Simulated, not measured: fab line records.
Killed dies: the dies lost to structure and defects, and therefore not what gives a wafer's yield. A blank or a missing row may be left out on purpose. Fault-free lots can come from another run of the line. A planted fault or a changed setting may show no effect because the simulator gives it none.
Split-lot experiment    flow n5 finfet    on a route of 1938 steps: 7 lots, 21 wafers read

## THE SPLIT
At N5_PASSIVATION_ETCH_54 (etches SiO2 in CHF3/O2, target depth 880 nm, time 440 s), the setting bias w was moved away from the recipe's 170 W on 6 of the 21 wafers read, by -12.1% to +10.2%. All remaining wafers had this setting at the recipe value.

The split's own step is where the reading is taken.

## THE READING
rf vpp V, in V, at N5_PASSIVATION_ETCH_54 (etches SiO2 in CHF3/O2, target depth 880 nm, time 440 s). On this fab line, fault-free wafers typically give 530 V with a standard deviation of 7.6 V.

wafer   tool, chamber at the split  bias w as run, W  against the recipe  rf vpp V, V  against lot-mates on the recipe
L076.1  rie diel-05, 3              170               recipe              524          -
L076.3  rie diel-05, 2              170               recipe              538          -
L076.5  rie diel-05, 2              170               recipe              538          -
L078.3  rie diel-01, 0              170               recipe              538          -
L078.4  rie diel-01, 3              187.4             +10.2%              575          +44
L078.6  rie diel-01, 1              170               recipe              525          -
L077.2  rie diel-01, 1              149.5             -12.1%              473          -64
L077.3  rie diel-01, 0              170               recipe              537          -
L077.6  rie diel-01, 1              149.5             -12.1%              473          -64
L080.3  rie diel-01, 2              170               recipe              522          -
L080.4  rie diel-01, 0              157               -7.6%               506          -17
L080.5  rie diel-01, 1              170               recipe              524          -
L083.3  rie diel-01, 1              170               recipe              524          -
L083.5  rie diel-01, 2              170               recipe              520          -
L083.6  rie diel-01, 1              170               recipe              525          -
L086.1  rie diel-01, 0              170               recipe              538          -
L086.3  rie diel-01, 2              170               recipe              521          -
L086.5  rie diel-01, 1              170               recipe              525          -
L091.1  rie diel-05, 1              170               recipe              543          -
L091.3  rie diel-05, 0              151.9             -10.6%              480          -63
L091.4  rie diel-05, 2              151.9             -10.6%              491          -52

FIT RESULTS
A straight line over all 21 wafers: rf vpp V changes by +4.35 V for each +1% of bias w; r = +0.95; the points scatter about the line by 7.6 V.
The same after taking each lot's own level away (the mean of its wafers on the recipe; 21 wafers): +4.89 V for each +1%; r = +0.97; scatter 7.3 V.
The reading moves by 59 V for the largest change in bias w, on that fit.
Across the lots, their own levels run from 523.0 to 543.0 V, a range of 2.6 times the standard deviation given above.
So the lot-to-lot level changes the slope: the two fits differ.
Check: with one of the wafers moved furthest among these (-12.1%) left out of the fit, the line predicts -58 V for it against its lot-mates. Against them it came out at -64 V.
Tool readings at the split's step, against how far the setting was moved: rf vpp V r = +0.95.

## THESE WAFERS: OTHER SPLITS
Other splits were also applied to these wafers ahead of the reading. Each is held against what the fit with the lots' levels taken away leaves over:
other split on the same wafers              wafers away from the commonest value  r with rf vpp V (lot level and that fit taken away)
N5_BEOL_M14_PEB_08 peb temp c               8                                     -0.43
N5_BEOL_M14_ETCH_59 time s                  9                                     +0.21
N5_BEOL_M15_ILD_DEP_00 time s               6                                     -0.23
N5_BEOL_M15_EXPOSE_07 dose mj               9                                     -0.12
N5_MIM_BOT_LITHO_EXPOSE_05 dose mj          10                                    -0.38
N5_MIM_BOT_LITHO_DEVELOP_07 develop time s  8                                     -0.12
N5_PASSIVATION_DEVELOP_43 develop time s    6                                     -0.25

## FILE'S OWN FIT
rf vpp V changes by +4.68 V for each +1% of bias w, r = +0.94.
